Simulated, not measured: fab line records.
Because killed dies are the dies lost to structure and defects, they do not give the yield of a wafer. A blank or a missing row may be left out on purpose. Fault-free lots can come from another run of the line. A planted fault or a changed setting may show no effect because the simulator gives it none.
fab line records	flow nandHarc
record: lots: 12	wafers: 36	lastDay: 33
route steps=1302 shown A_STAIRCASE@677
lots with no fault: from the same line, run without faults
startH: hours from the record's opening day to when the first of the lot's shown wafers began	waitH: hours since the lot's step before	" the same as in the row above	L1.1+2: a row that stands for several wafers	- value missing, or start not given	* or withheld: withheld	< > ~ a bound
route shown NAME@n: a module of which the file shows steps, and the number in the route of the first	usual: mean and standard deviation over wafers with no fault	same: alike in all rows	chamber/n: place in a boat	sites: per-site readings	_std_site: standard deviation across them	_edge_site: inner sites' mean taken away from outer sites' mean	radiusMm: for every site, how far away it sits from the centre of the wafer	mask NAME#n: copy n	behind: tool/chamber where the wafer was last shaped	hold: what put the lot on hold/how long, in hours/how the hold closed	device: the n, p or np transistor that did not switch	end of line: the same wafers' tests at the end of the route	where a step has no rows: the recipe by itself	killed: at the first sort, the dies lost to defects and structure; wafer yield is something else	map: dies across one wafer; x = killed, . = not, _ = none there
set.NAME: the setting that was run; set.NAME@STEP: the one run at that earlier step	model.NAME: the simulator's own value behind a step, which no gauge read
a sample of lots followed through the steps of the route, with each step as a table and each wafer as a row
services: when a tool's chamber went out of use (startH, in hours from the record's first day, below 0 if earlier), for how many hours, and the reason
== steps ==
step: NHARC_A_STAIRCASE_TRIM_20
recipe: timeS: 211.2	o2FlowSccm: 500	arFlowSccm: 0	biasW: 0	chemistry: O2
usual: drypumpMotorCurrentA: 5.8/0.54	oesProductAu: 1.001/0.01	rfVppV: 57.9/0.84	showerheadPlenumPTorr: 3.56/0.17	throttleValvePct: 17.037/0.0083
lot.wafer	tool	chamber	startH	waitH	drypumpMotorCurrentA	oesProductAu	rfHoursCounterH	rfVppV	showerheadPlenumPTorr	throttleValvePct
L927.3	rieDiel-11	3	362.85	0.1	6.3	0.986	28	56.5	3.37	17.049
L927.2	"	0	"	"	5.4	1.006	25	58.1	3.74	17.043
L927.5	"	2	"	"	6.1	1.007	-	56.2	3.28	17.043
L930.2	rieDiel-10	2	397.60	0.1	5.1	0.993	50	58.5	3.28	17.041
L930.5	"	0	"	"	5.5	1.012	-	58.8	3.64	17.015
L930.6	"	3	"	"	6.7	1.003	-	58.5	3.66	17.031
L929.1	rieDiel-11	2	397.92	0.1	6.1	1.010	39	57.8	3.27	17.030
L929.6	"	0	"	"	5.4	1.003	-	59.2	3.73	17.032
L929.5	"	1	"	"	5.4	1.013	-	58.2	3.61	17.042
L933.2	rieDiel-11	0	443.57	0.1	5.3	0.979	0	58.3	3.73	17.039
L933.4	"	2	"	"	6.1	0.995	0	58.4	3.81	17.030
L933.6	"	0	"	"	5.3	0.988	-	57.8	3.73	17.029
L934.2	rieDiel-02	0	444.15	0.1	6.0	0.980	17	57.6	3.33	17.031
L934.4	"	2	"	"	6.3	0.994	17	58.0	3.63	17.031
L934.5	"	0	"	"	6.0	0.982	-	58.3	3.33	17.039
L935.1	rieDiel-11	3	455.29	0.1	6.3	1.009	3	56.3	3.35	17.035
L935.3	"	2	"	"	6.1	1.009	3	58.4	3.81	17.035
L935.6	"	0	"	"	5.4	0.991	-	59.5	3.72	17.029
L943.1	rieDiel-02	2	531.93	0.1	6.3	0.998	49	57.8	3.62	17.033
L943.3	"	3	"	"	5.3	0.995	45	58.5	3.48	17.039
L943.5	"	2	"	"	6.3	0.992	-	58.4	3.62	17.037
L944.4	rieDiel-10	3	544.38	0.1	6.8	1.004	37	58.6	3.64	17.047
L944.3	"	1	"	"	6.5	1.011	40	57.2	3.37	17.049
L944.5	"	0	"	"	5.5	1.006	-	58.7	3.62	17.031
L945.3	rieDiel-10	3	560.05	0.1	6.7	1.018	41	57.4	3.63	17.026
L945.6	"	1	"	"	6.5	1.005	-	58.0	3.36	17.032
L945.5	"	2	"	"	5.1	1.011	-	58.3	3.78	17.040
L946.1	rieDiel-02	3	561.29	0.1	5.3	1.009	54	57.8	3.48	17.031
L946.2	"	0	"	"	6.0	0.985	54	56.8	3.31	17.035
L946.6	"	0	"	"	6.0	0.986	-	56.5	3.31	17.044
L948.4	rieDiel-10	2	571.45	0.2	5.1	1.011	-	59.8	3.78	17.029
L948.3	"	1	"	"	6.5	1.020	-	57.1	3.36	17.050
L948.6	"	2	"	"	5.1	1.016	-	59.4	3.78	17.050
L947.2	rieDiel-11	0	572.05	0.1	5.4	0.999	37	57.4	3.70	17.051
L947.5	"	1	"	"	5.4	1.009	-	56.9	3.58	17.027
L947.6	"	2	"	"	6.1	1.011	-	58.2	3.79	17.044
step: NHARC_A_STAIRCASE_TRIM_22
recipe: timeS: 211.2	o2FlowSccm: 500	arFlowSccm: 0	biasW: 0	chemistry: O2
usual: drypumpMotorCurrentA: 5.8/0.55	oesProductAu: 1.002/0.0092	rfVppV: 57.9/0.89	showerheadPlenumPTorr: 3.57/0.17	throttleValvePct: 17.037/0.0089
lot.wafer	tool	chamber	startH	waitH	drypumpMotorCurrentA	oesProductAu	rfHoursCounterH	rfVppV	showerheadPlenumPTorr	throttleValvePct
L927.3	rieDiel-11	2	-	-	6.1	1.009	29	57.7	3.28	17.049
L927.2	"	3	"	"	6.2	0.985	28	57.6	3.37	17.046
L927.5	"	1	"	"	5.4	1.007	-	57.1	3.62	17.043
L930.2	rieDiel-10	3	-	-	6.8	1.000	53	58.5	3.66	17.018
L930.6	"	3	"	"	6.8	0.999	-	58.5	3.66	17.027
L930.5	"	0	"	"	5.5	1.010	-	57.5	3.64	17.040
L929.1	rieDiel-11	2	-	-	6.1	1.008	40	57.8	3.27	17.027
L929.6	"	1	"	"	5.4	1.001	-	58.0	3.61	17.044
L929.5	"	2	"	"	6.1	1.005	-	59.2	3.27	17.015
L933.2	rieDiel-11	1	-	-	5.4	1.008	0	60.2	3.60	17.037
L933.4	"	2	"	"	6.1	1.002	0	60.2	3.81	17.039
L933.6	"	1	"	"	5.4	1.016	-	57.7	3.61	17.045
L934.2	rieDiel-02	0	-	-	6.0	0.978	17	56.5	3.32	17.042
L934.4	"	2	"	"	6.3	0.998	17	58.3	3.63	17.032
L934.5	"	0	"	"	6.0	0.980	-	58.4	3.32	17.046
L935.3	rieDiel-11	1	-	-	5.4	1.015	3	58.7	3.60	17.038
L935.1	"	3	"	"	6.3	1.004	3	57.8	3.35	17.039
L935.6	"	0	"	"	5.4	0.997	-	58.0	3.72	17.034
L943.1	rieDiel-02	2	-	-	6.2	0.996	49	57.6	3.61	17.028
L943.3	"	0	"	"	6.0	0.990	46	58.2	3.31	17.037
L943.5	"	2	"	"	6.3	0.993	-	59.0	3.62	17.040
L944.4	rieDiel-10	3	-	-	6.8	0.998	37	59.0	3.64	17.029
L944.3	"	0	"	"	5.5	0.995	42	59.2	3.62	17.042
L944.5	"	2	"	"	5.1	1.009	-	58.7	3.78	17.022
L945.3	rieDiel-10	3	-	-	6.8	0.997	41	58.0	3.63	17.051
L945.6	"	2	"	"	5.1	1.006	-	58.1	3.78	17.037
L945.5	"	3	"	"	6.8	0.995	-	58.7	3.63	17.028
L946.1	rieDiel-02	2	-	-	6.3	0.997	58	58.3	3.61	17.030
L946.2	"	3	"	"	5.3	1.000	54	58.3	3.48	17.029
L946.6	"	2	"	"	6.3	0.989	-	58.6	3.61	17.039
L948.3	rieDiel-10	2	571.89	0.2	5.1	1.005	-	58.2	3.78	17.044
L948.4	"	1	"	"	6.5	1.014	-	58.1	3.36	17.029
L948.6	"	2	"	"	5.1	1.012	-	58.2	3.78	17.033
L947.2	rieDiel-11	3	-	-	6.3	1.012	37	56.1	3.33	17.050
L947.5	"	0	"	"	5.4	0.993	-	57.5	3.70	17.041
L947.6	"	1	"	"	5.4	1.019	-	58.5	3.58	17.035
step: NHARC_A_STAIRCASE_ETCH_25
recipe: targetDepthA: 1000	timeS: 40.5	ionEnergyEv: 400	c4f8FlowSccm: 20	o2FlowSccm: 10	arFlowSccm: withheld	rfW: 600	biasW: 1000	chemistry: C4F8/O2
usual: oesProductAu: 0.945/0.013	rfFwdPowerW: 592.2/2.1	rfVppV: 897/6.4
lot.wafer	tool	chamber	startH	waitH	oesProductAu	rfFwdPowerW	rfHoursCounterH	rfVppV
L927.3	rieDiel-11	3	363.47	-	0.935	590.8	28	889
L927.2	"	0	"	"	0.941	591.3	25	902
L927.5	"	2	"	"	0.957	594.3	-	887
L930.2	rieDiel-10	2	398.35	-	0.944	592.5	50	886
L930.6	"	3	"	"	0.942	588.1	-	901
L930.5	"	0	"	"	0.955	593.1	-	900
L929.1	rieDiel-11	3	398.54	-	0.928	591.2	38	891
L929.5	"	1	"	"	0.955	594.7	-	899
L929.6	"	2	"	"	0.946	595.0	-	886
L933.4	rieDiel-11	3	444.28	-	1.049	687.1	0	889
L933.2	"	1	"	"	1.049	691.7	0	898
L933.6	"	2	"	"	1.046	689.5	-	906
L934.4	rieDiel-02	0	444.79	-	0.928	593.7	17	888
L934.2	"	2	"	"	0.946	593.4	17	900
L934.5	"	1	"	"	0.937	585.3	-	904
L935.3	rieDiel-11	0	456.07	-	1.028	688.5	3	903
L935.1	"	2	"	"	1.049	689.2	3	906
L935.6	"	0	"	"	1.032	685.6	-	902
L943.1	rieDiel-02	0	532.59	-	0.923	594.0	46	887
L943.3	"	2	"	"	0.938	592.7	49	900
L943.5	"	3	"	"	0.948	591.0	-	895
L944.3	rieDiel-10	2	545.04	-	0.960	592.4	41	905
L944.4	"	0	"	"	0.946	595.9	42	899
L944.5	"	2	"	"	0.948	589.5	-	906
L945.3	rieDiel-10	0	560.66	-	0.960	593.8	45	898
L945.6	"	0	"	"	0.961	593.8	-	897
L945.5	"	1	"	"	0.971	590.9	-	889
L946.2	rieDiel-02	3	561.96	-	0.936	591.6	54	895
L946.1	"	1	"	"	0.945	590.9	55	905
L946.6	"	3	"	"	0.930	589.9	-	895
L948.3	rieDiel-10	1	572.43	-	0.948	590.3	-	892
L948.4	"	2	"	"	0.946	589.8	-	906
L948.6	"	1	"	"	0.940	592.5	-	891
L947.2	rieDiel-11	0	572.65	-	0.939	594.1	37	902
L947.6	"	1	"	"	0.949	595.6	-	897
L947.5	"	2	"	"	0.953	595.8	-	906
step: NHARC_A_STAIRCASE_ETCH_27
recipe: targetDepthA: 1000	timeS: 40.5	ionEnergyEv: 400	c4f8FlowSccm: 20	o2FlowSccm: 10	arFlowSccm: withheld	rfW: 600	biasW: 1000	chemistry: C4F8/O2
usual: oesProductAu: 0.946/0.014	rfFwdPowerW: 592.1/2.3	rfVppV: 897/6.2
lot.wafer	tool	chamber	startH	waitH	oesProductAu	rfFwdPowerW	rfHoursCounterH	rfVppV
L927.2	rieDiel-11	2	-	-	0.959	597.7	29	887
L927.3	"	0	"	"	0.954	590.6	25	905
L927.5	"	1	"	"	0.963	595.9	-	899
L930.2	rieDiel-10	3	-	-	0.933	589.1	53	902
L930.5	"	2	"	"	0.938	588.7	-	887
L930.6	"	3	"	"	0.928	590.0	-	900
L929.1	rieDiel-11	3	-	-	0.928	592.1	40	889
L929.5	"	3	"	"	0.930	590.8	-	888
L929.6	"	0	"	"	0.934	593.6	-	904
L933.2	rieDiel-11	1	-	-	0.961	590.9	1	899
L933.4	"	2	"	"	0.948	592.0	1	907
L933.6	"	0	"	"	0.937	594.6	-	903
L934.4	rieDiel-02	2	-	-	0.930	592.5	17	898
L934.2	"	3	"	"	0.942	589.7	19	894
L934.5	"	2	"	"	0.936	591.5	-	901
L935.1	rieDiel-11	0	-	-	0.919	591.9	4	902
L935.3	"	3	"	"	0.928	594.6	3	892
L935.6	"	1	"	"	0.947	593.8	-	899
L943.3	rieDiel-02	1	-	-	0.943	585.8	48	904
L943.1	"	2	"	"	0.931	595.4	49	900
L943.5	"	1	"	"	0.934	586.1	-	902
L944.3	rieDiel-10	3	-	-	0.953	585.4	38	899
L944.4	"	0	"	"	0.940	596.4	42	899
L944.5	"	0	"	"	0.943	595.2	-	899
L945.3	rieDiel-10	0	-	-	0.947	593.9	46	899
L945.5	"	1	"	"	0.966	592.8	-	891
L945.6	"	2	"	"	0.944	594.6	-	904
L946.2	rieDiel-02	2	-	-	0.949	592.0	58	899
L946.1	"	1	"	"	0.956	586.2	55	902
L946.6	"	2	"	"	0.944	591.8	-	900
L948.3	rieDiel-10	1	-	-	0.949	592.6	-	890
L948.4	"	2	"	"	0.952	590.7	-	905
L948.6	"	2	"	"	0.961	591.1	-	905
L947.2	rieDiel-11	1	-	-	0.955	594.0	37	897
L947.6	"	3	"	"	0.945	590.4	-	889
L947.5	"	0	"	"	0.948	594.1	-	903
== services ==
tool	chamber	startH	hours	kind
rieDiel-11	0	341.23	-	clean
rieDiel-11	1	341.23	-	clean
rieDiel-11	2	341.23	-	clean
rieDiel-11	3	341.23	-	clean
rieDiel-11	0	365.74	-	clean
rieDiel-11	1	365.74	-	clean
rieDiel-11	2	365.74	-	clean
rieDiel-11	3	365.74	-	clean
rieDiel-10	1	384.00	18.2	repair
rieDiel-11	0	390.24	-	clean
rieDiel-11	1	390.24	-	clean
rieDiel-11	2	390.24	-	clean
rieDiel-11	3	390.24	-	clean
rieDiel-02	-	394.10	9.0	pm
rieDiel-11	0	414.74	-	clean
rieDiel-11	1	414.74	-	clean
rieDiel-11	2	414.74	-	clean
rieDiel-11	3	414.74	-	clean
rieDiel-10	-	421.83	9.0	pm
rieDiel-11	-	434.43	9.0	pm
rieDiel-10	1	444.88	5.8	repair
rieDiel-11	2	494.38	2.8	repair
rieDiel-11	2	531.46	11.6	repair
rieDiel-10	3	562.48	11.0	repair
== key ==
firstSign: step: NHARC_A_STAIRCASE_ETCH_25	reading: rfFwdPowerW	direction: up	sigmas: 45	usual: *	struck: *
effect: step: NHARC_A_STAIRCASE_ETCH_25	reading: oesProductAu	direction: up	sigmas: 7.4	usual: 0.945	struck: 1.042
metAt NHARC_A_STAIRCASE_ETCH_25
struckLots L933,L935
testerLeftOut L933,L935
notActingAt NHARC_A_STAIRCASE_TRIM_20,NHARC_A_STAIRCASE_TRIM_22,NHARC_A_STAIRCASE_ETCH_27
onsetBetween 398.54 444.28
fault: kind: processParameterDrift	tool: rieDiel-11	chamber: -	onsetH: 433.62	steps: NHARC_A_STAIRCASE_ETCH_25	channel: rfW	offset: *	shape: step	endH: 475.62	actsIn: *	stated: *
testerLeftOut: of these lots the tester's yield and bins aren't shown, on N5 and GAA mostly nor the transistor test; their killed dies are dies lost to structure and defects alone, not to doping, threshold or leakage, so they don't give the yield
